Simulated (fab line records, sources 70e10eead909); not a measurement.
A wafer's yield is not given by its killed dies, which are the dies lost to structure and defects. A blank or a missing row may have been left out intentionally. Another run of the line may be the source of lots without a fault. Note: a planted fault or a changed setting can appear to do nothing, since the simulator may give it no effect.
A lot that was struck, set against a sound lot || flow nandHarc || 14 out of 1159 route steps
Sound: these wafers, L832.2, L832.3, L832.4. Struck: wafer L838.4 (L838.1, L838.6, from the same lot, were not struck and are left out); the cause is given at the end.
Each step with rows lists, per side, the tool, then ch with its chambers, then its first start. Under that, the readings that differ: sound wafers || struck wafers || difference of the means || sigmas: that difference in standard deviations of wafers without a fault.
alike: same words and numbers on both sides, and readings whose means sit less than 2 such deviations apart. not compared: any withheld reading, any reading some wafer has no value for, any bound like >300 that may hide the same value, and any number with overlapping values for which the record gives no deviation.
The two part at a step that has a row with sigmas, a row that says differs or no value, or rows on one side only. When numbers do not overlap yet have no deviation, they are printed without sigmas and do not part them. Lack of a reading on every wafer of one side parts them only where that side has two or more wafers.

first, 10 steps without rows for these wafers: NHARC_A_STAIRCASE_SRD_241; NHARC_A_STAIRCASE_DEHYDRATE_242 (time 120 s); NHARC_A_STAIRCASE_HMDS_243 (time 30 s); NHARC_A_STAIRCASE_COAT_244; NHARC_A_STAIRCASE_SOFTBAKE_245 (time 170 s); NHARC_A_STAIRCASE_EBR_246; NHARC_A_STAIRCASE_EXPOSE_247 (exposes mask SDS 1); NHARC_A_STAIRCASE_PEB_248 (peb time 130 s); NHARC_A_STAIRCASE_DEVELOP_249 (time 140 s); NHARC_A_STAIRCASE_HARDBAKE_251 (time 140 s).
NHARC_A_STAIRCASE_DESCUM_252: chemistry O2, time 3 s.
  sound on rieDiel-10 ch 0,1,2, day 12 10:53; struck on rieDiel-10 ch 3, day 14 11:11
{"reading": "rfHoursCounterH (h)", "sound": "38 35 36", "struck": 42, "difference": "+6", "sigmas": ""}
  alike: drypumpMotorCurrentA, o2FlowSccm, oesProductAu, rfVppV, showerheadPlenumPTorr, throttleValvePct
NHARC_A_STAIRCASE_ETCH_253: etches the open film in C4F8/O2, target depth 50 nm, time 20.2 s.
  sound on rieDiel-10 ch 0,1,2, day 12 10:58; struck on rieDiel-10 ch 2, day 14 11:18
{"reading": "rfHoursCounterH (h)", "sound": "36 38 35", "struck": 50, "difference": "+14", "sigmas": ""}
{"reading": "runLengthS (s)", "sound": "42.0 42.0 42.0", "struck": 40.1, "difference": -1.9, "sigmas": -5}
  alike: oesProductAu, rfVppV
NHARC_A_STAIRCASE_STRIP_254: strips in O2.
  sound on plasmaAsher-01 ch 0,1, day 12 11:06; struck on plasmaAsher-01 ch 0, day 14 11:28
  alike: drypumpMotorCurrentA, heaterPowerW
  not compared: rfHoursCounterH
-- jump in the record: it breaks off in module A_STAIRCASE and resumes in module END (first step shown: number 1159 of the route), and 8 days separate the struck wafers' starts before and after --
NHARC_END_SORT_01:
  sound on prober-02 ch 0, day 20 10:19; struck on prober-02 ch 0, day 22 15:29
{"reading": "killedAtArray", "sound": "39 37 26", "struck": 19, "difference": -15, "sigmas": -2}
  alike: killedAtOther, killedAtPeriphery, killedDies, killedOpen, killedShort

WHERE THEY PART
First at NHARC_A_STAIRCASE_ETCH_253; last, within this record, at NHARC_END_SORT_01.

WHY: the cause the simulator had injected
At NHARC_A_STAIRCASE_ETCH_253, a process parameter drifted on rieDiel-10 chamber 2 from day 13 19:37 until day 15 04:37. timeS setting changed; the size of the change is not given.
